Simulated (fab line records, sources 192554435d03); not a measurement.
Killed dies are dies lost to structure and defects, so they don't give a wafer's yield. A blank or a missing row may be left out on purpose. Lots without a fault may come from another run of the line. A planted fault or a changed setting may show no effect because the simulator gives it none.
Split-lot experiment | flow n5_finfet | 7 lots, 39 wafers read, on a route of 1938 steps

THE SPLIT
At N5_BEOL_M15_DEP_53 (deposits SiCN from 3MS/NH3, target thk 50 nm, time 17.8 s), the setting target_thk_a was moved away from the recipe's 500 angstrom on 12 of the 39 wafers read, by -56.8% to +44.6%. The other wafers ran this setting at the recipe's value.

The reading is taken at the split's own step.

THE READING
SiCN_of_BEOL_M15_DEP_53.thk_nm (the simulator's own value, which no gauge read), in nm, at N5_BEOL_M15_DEP_53 (deposits SiCN from 3MS/NH3, target thk 50 nm, time 17.8 s). The file gives no usual value for it. The 27 wafers here that ran the recipe average 49.8 nm, standard deviation 0.6 nm.

wafer  | tool, chamber at the split | target_thk_a as run, angstrom | against the recipe | SiCN_of_BEOL_M15_DEP_53.thk_nm, nm | against lot-mates on the recipe
L076.1 | pecvd-02, 1                | 500                           | recipe             | 48.8                               | -
L076.2 | pecvd-02, 0                | 722.9                         | +44.6%             | 71.8                               | +22.3
L076.3 | pecvd-02, 2                | 500                           | recipe             | 49.6                               | -
L076.4 | pecvd-02, 1                | 722.9                         | +44.6%             | 72.8                               | +23.3
L076.5 | pecvd-02, 2                | 722.9                         | +44.6%             | 73                                 | +23.5
L076.6 | pecvd-02, 0                | 500                           | recipe             | 50                                 | -
L078.1 | pecvd-02, 1                | 500                           | recipe             | 49.8                               | -
L078.2 | pecvd-02, 0                | 500                           | recipe             | 48.8                               | -
L078.3 | pecvd-02, 2                | 500                           | recipe             | 49.2                               | -
L078.4 | pecvd-02, 1                | 500                           | recipe             | 51                                 | -
L078.5 | pecvd-02, 0                | 500                           | recipe             | 50                                 | -
L078.6 | pecvd-02, 2                | 500                           | recipe             | 50.4                               | -
L085.1 | pecvd-03, 0                | 370.9                         | -25.8%             | 37                                 | -12.9
L085.2 | pecvd-03, 2                | 370.9                         | -25.8%             | 35.8                               | -14.1
L085.3 | pecvd-03, 1                | 500                           | recipe             | 49.8                               | -
L085.4 | pecvd-03, 1,0              | 500                           | recipe             | 50                                 | -
L085.6 | pecvd-03, 1,0              | 500                           | recipe             | 50                                 | -
L085.5 | pecvd-03, 2                | 370.9                         | -25.8%             | 36.2                               | -13.7
L089.1 | pecvd-02, 1                | 500                           | recipe             | 49                                 | -
L089.2 | pecvd-02, 2,0              | 500                           | recipe             | 48.8                               | -
L089.3 | pecvd-02, 2,0              | 500                           | recipe             | 48.8                               | -
L089.4 | pecvd-02, 1                | 500                           | recipe             | 49.6                               | -
L089.5 | pecvd-02, 2                | 500                           | recipe             | 50                                 | -
L089.6 | pecvd-02, 0                | 500                           | recipe             | 49.8                               | -
L094.1 | pecvd-04, 0                | 500                           | recipe             | 50                                 | -
L094.2 | pecvd-04, 1                | 216.1                         | -56.8%             | 22                                 | -28.3
L094.3 | pecvd-04, 2                | 216.1                         | -56.8%             | 21.4                               | -28.9
L094.4 | pecvd-04, 2                | 500                           | recipe             | 50.2                               | -
L094.5 | pecvd-04, 1                | 500                           | recipe             | 50.6                               | -
L094.6 | pecvd-04, 0                | 216.1                         | -56.8%             | 22.2                               | -28.1
L093.1 | pecvd-03, 2                | 500                           | recipe             | 49                                 | -
L093.2 | pecvd-03, 0                | 693.3                         | +38.7%             | 67.6                               | +18.0
L093.3 | pecvd-03, 1                | 693.3                         | +38.7%             | 68.4                               | +18.8
L093.4 | pecvd-03, 2                | 500                           | recipe             | 49.6                               | -
L093.5 | pecvd-03, 0                | 693.3                         | +38.7%             | 69                                 | +19.4
L093.6 | pecvd-03, 1                | 500                           | recipe             | 50.2                               | -
L096.1 | pecvd-04, 0                | 500                           | recipe             | 50.4                               | -
L096.2 | pecvd-04, 2                | 500                           | recipe             | 49.4                               | -
L096.5 | pecvd-04, 2                | 500                           | recipe             | 50.6                               | -
Where a row lists several chambers, the file gives one row for several wafers and doesn't say which wafer went through which chamber.

THE FIT
A straight line over all 39 wafers: SiCN_of_BEOL_M15_DEP_53.thk_nm changes by +0.497 nm for each +1% of target_thk_a; r = +1.00; the points scatter about the line by 0.67 nm.
The same after taking each lot's own level away (the mean of its wafers on the recipe; 39 wafers): +0.504 nm for each +1%; r = +1.00; scatter 0.61 nm.
On that fit, the largest move of target_thk_a shifts the reading by 29 nm.
The lots' own levels span 49.33 to 50.27 nm, that is 1.5 times the standard deviation above.
So the lot-to-lot level changes the slope little: the two slopes agree.
Check: with one of the wafers moved furthest among these (-56.8%) left out of the fit, the line predicts -28.7 nm for it against its lot-mates. It came out at -28.3 nm against them.

OTHER SPLITS ON THESE WAFERS
These wafers also went through other splits before the reading. Each is held against what the fit with the lots' levels taken away leaves over:
other split on the same wafers    | wafers away from the commonest value | r with SiCN_of_BEOL_M15_DEP_53.thk_nm (lot level and that fit taken away)
N5_BEOL_M10_TRENCH_ETCH_37 time_s | 12                                   | -0.02
N5_BEOL_M12_SPUTTER_43 time_s     | 9                                    | -0.24

THE FILE'S OWN FIT
SiCN_of_BEOL_M15_DEP_53.thk_nm changes by +0.504 nm for each +1% of target_thk_a, r = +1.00.
